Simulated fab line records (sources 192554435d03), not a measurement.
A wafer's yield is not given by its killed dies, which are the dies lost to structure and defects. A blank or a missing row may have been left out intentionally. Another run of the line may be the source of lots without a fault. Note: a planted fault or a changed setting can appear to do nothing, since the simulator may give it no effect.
Split-lot study | flow n5-finfet | on a route of 1938 steps: 7 lots, 21 wafers read

## SPLIT DETAILS
At N5_BEOL_M9_ILD_DEP_00 (deposits SiCOH lowk from DEMS/porogen, target thk 308.51 nm, time 58 s), the setting time-s was moved away from the recipe's 58 s on 6 of the 21 wafers read, by -14.7% to +11.2%. The other wafers ran this setting at the recipe's value.

## BETWEEN THE SPLIT AND THE READING: the file shows 1 step in between
- N5_BEOL_M9_CURE_71: cures SiCOH lowk, time 240 s

## THE READING
M9_ILD_THK at N5_BEOL_M9_THK_MEAS_01, in nm. Typical for fault-free wafers on this fab line: 267 nm, with standard deviation 3.2 nm.

wafer  | tool, chamber at the split | time-s as run, s | against the recipe | M9_ILD_THK, nm | against lot-mates on the recipe
L075.1 | pecvd-02, 1                | 58               | recipe             | 268            | -
L075.2 | pecvd-02, 2                | 58               | recipe             | 265            | -
L075.6 | pecvd-02, 0                | 58               | recipe             | 273            | -
L076.2 | pecvd-02, 0                | 58               | recipe             | 265            | -
L076.4 | pecvd-02, 2                | 51.86            | -10.6%             | 242            | -23
L076.5 | pecvd-02, 0                | 51.86            | -10.6%             | 242            | -23
L079.1 | pecvd-02, 0                | 58               | recipe             | 265            | -
L079.3 | pecvd-02, 1                | 58               | recipe             | 265            | -
L079.6 | pecvd-02, 1                | 58               | recipe             | 265            | -
L081.2 | pecvd-02, 2                | 58               | recipe             | 266            | -
L081.3 | pecvd-02, 0                | 58               | recipe             | 267            | -
L081.5 | pecvd-02, 1                | 49.5             | -14.7%             | 228            | -38
L088.3 | pecvd-02, 2                | 58               | recipe             | 264            | -
L088.5 | pecvd-02, 2                | 61.09            | +5.3%              | 284            | +20
L088.6 | pecvd-02, 0                | 61.09            | +5.3%              | 288            | +24
L089.1 | pecvd-02, 0                | 58               | recipe             | 264            | -
L089.4 | pecvd-02, 1                | 58               | recipe             | 269            | -
L089.6 | pecvd-02, 2                | 58               | recipe             | 267            | -
L093.1 | pecvd-02, 1                | 58               | recipe             | 267            | -
L093.3 | pecvd-02, 2                | 58               | recipe             | 262            | -
L093.4 | pecvd-02, 1                | 64.47            | +11.2%             | 300            | +36

THE FIT
A straight line over all 21 wafers: M9_ILD_THK changes by +2.7 nm for each +1% of time-s; r = +0.98; the points scatter about the line by 3.1 nm.
The same after taking each lot's own level away (the mean of its wafers on the recipe; 21 wafers): +2.75 nm for each +1%; r = +0.98; scatter 3.4 nm.
That fit puts the effect of the largest move of time-s on the reading at 40 nm.
From 264.0 to 268.7 nm: that is the span of the lots' own levels, equal to 1.5 times the standard deviation above.
Hence the lot-to-lot level has little effect on the slope; both slopes agree.
Check: -38.8 nm against its lot-mates is what the line predicts for one of the wafers moved furthest among these (-14.7%) when that wafer is left out of the fit. Against them it came out at -38.5 nm.

## ADDITIONAL SPLITS CARRIED BY THESE WAFERS
Other splits were also applied to these wafers ahead of the reading. Each is held against what the fit with the lots' levels taken away leaves over:
other split on the same wafers | wafers away from the commonest value | r with M9_ILD_THK (lot level and that fit taken away)
N5_BEOL_M8_ETCH_62 source-w    | 5                                    | -0.15

## THE WHOLE CHAIN: every reading that the file lists as answering this split, in the file's order
step                    | what it does                                                           | reading                                                                                  | change (the file's fit)                                                                                                      | r (the file's)
N5_BEOL_M9_ILD_DEP_00   | deposits SiCOH lowk from DEMS/porogen, target thk 308.51 nm, time 58 s | SiCOH_lowk_of_BEOL_M9_ILD_DEP_00.thk-nm (the simulator's own value, which no gauge read) | +3.12 nm for each +1% of the setting                                                                                         | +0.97
N5_BEOL_M9_CURE_71      | cures SiCOH lowk, time 240 s                                           | SiCOH_lowk_of_BEOL_M9_ILD_DEP_00.thk-nm (the simulator's own value, which no gauge read) | +2.76 nm for each +1% of the setting                                                                                         | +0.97
N5_BEOL_M9_THK_MEAS_01  |                                                                        | M9_ILD_THK                                                                               | +2.77 for each +1% of the setting                                                                                            | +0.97
N5_PASSIVATION_PROBE_49 |                                                                        | killed-dies                                                                              | +46.7 for each +1% of the setting, in a fit together with time-s@PASSIVATION_PECVD_01,peb-time-s@PMOS_HMC_CHANNEL_EPI_PEB_07 | 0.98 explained

## THE FILE'S OWN FIT
M9_ILD_THK changes by +2.77 nm for each +1% of time-s, r = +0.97.
